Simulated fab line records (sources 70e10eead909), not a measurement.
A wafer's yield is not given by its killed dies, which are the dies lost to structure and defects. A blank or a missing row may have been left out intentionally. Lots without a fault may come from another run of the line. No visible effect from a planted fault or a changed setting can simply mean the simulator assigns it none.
Struck lot and sound lot, side by side -- flow nand harc -- 19 out of 1159 route steps
Sound: these wafers, L796.1, L796.2, L796.5. Wafers L805.1, L805.2, L805.3 were the ones struck. The cause is named last.
Each step with rows lists, per side, the tool, then ch with its chambers, then its first start. Under that, the readings that differ: sound wafers -- struck wafers -- difference of the means -- sigmas: that difference in standard deviations of wafers without a fault.
alike: readings whose means differ by less than 2 such deviations, and words and numbers that are the same on both sides. not compared: withheld readings, readings that some wafer has no value for, bounds like >300 that may hide the same value, and numbers for which the record gives no deviation and whose values overlap.
The two part at a step that has a row with sigmas, a row that says differs or no value, or rows on one side only. When numbers do not overlap yet have no deviation, they are printed without sigmas and do not part them. A reading that every wafer of one side lacks parts them only if that side has two wafers or more.

NHARC_P_CONTACT_CMP_01: polishes SiO2, target thk 200 nm.
  sound on cmp-01 ch 0,3, day 7 15:29; struck on cmp-02 ch 0,1,2, day 10 05:57
  alike: motor current A
then, 10 steps without rows for these wafers: NHARC_P_CONTACT_SRD_03; NHARC_P_CONTACT_DEHYDRATE_04 (time 120 s); NHARC_P_CONTACT_HMDS_05 (time 30 s); NHARC_P_CONTACT_COAT_33 (time 75 s); NHARC_P_CONTACT_COAT_34 (time 65 s); NHARC_P_CONTACT_COAT_06 (resist thk 90 nm); NHARC_P_CONTACT_SOFTBAKE_07 (time 55 s); NHARC_P_CONTACT_EBR_08; NHARC_P_CONTACT_EXPOSE_09 (exposes mask P CA, target cd 90 nm); NHARC_P_CONTACT_PEB_10 (peb time 65 s).
NHARC_P_CONTACT_DEVELOP_11: develop time 35 s.
  sound on litho track-06 ch 0, day 7 16:00; struck on litho track-06 ch 0, day 10 06:00
  alike: developer temp C
NHARC_P_CONTACT_CD_MEAS_12 targets a cd of 90 nm.
  sound on cd sem-01 ch 0, day 7 16:18; struck on cd sem-02 ch 0, day 10 06:48
  alike: cd nm
NHARC_P_CONTACT_OVL_MEAS_13:
  sound: overlay-01 at day 7 16:23; struck: overlay-01 at day 10 06:53
  alike: overlay x nm, overlay y nm
NHARC_P_CONTACT_INSPECT_14:
  sound: defect inspect-02 at day 7 16:25; struck: defect inspect-01 at day 10 06:56
  alike: raw defect count
NHARC_P_CONTACT_DESCUM_17: chemistry O2, time 3 s.
  sound on rie diel-13 ch 0,1, day 7 16:29; struck on rie diel-05 ch 0,1,2, day 10 07:00
  alike: drypump motor current A, oes product au, rf vpp V, showerhead plenum p Torr, throttle valve pct
  not compared: rf hours counter h, model.P_CONTACT.cd nm
NHARC_P_CONTACT_ETCH_35: etches the open film in CF4, target depth 39 nm, time 65 s.
  sound on rie diel-13 ch 0,2,3, day 7 16:34; struck on rie diel-05 ch 1,2,3, day 10 07:05
  alike: cf4 flow sccm, drypump motor current A, oes product au, rf fwd power W, rf vpp V, showerhead plenum p Torr, throttle valve pct
  not compared: rf hours counter h, model.P_CONTACT.cd nm
NHARC_P_CONTACT_ETCH_36: etches the open film in N2/H2, target depth 260 nm, time 406.25 s.
  sound: rie diel-13 ch 0,1,2; struck: rie diel-05 ch 0,1,2
  alike: drypump motor current A, oes product au, rf fwd power W, rf vpp V, showerhead plenum p Torr, throttle valve pct
  not compared: rf hours counter h
-- record jumps: 13 days between struck wafers' starts before vs after; left off in module P_CONTACT, resumes in module END, first step shown is number 1159 of the route --
NHARC_END_SORT_01:
  here the record holds rows for the struck wafers (prober-01 ch 0, day 23 18:01) but none for the sound ones

## WHERE THEY PART
Within this record, at NHARC_END_SORT_01 only.

WHY: whatever the simulator had introduced
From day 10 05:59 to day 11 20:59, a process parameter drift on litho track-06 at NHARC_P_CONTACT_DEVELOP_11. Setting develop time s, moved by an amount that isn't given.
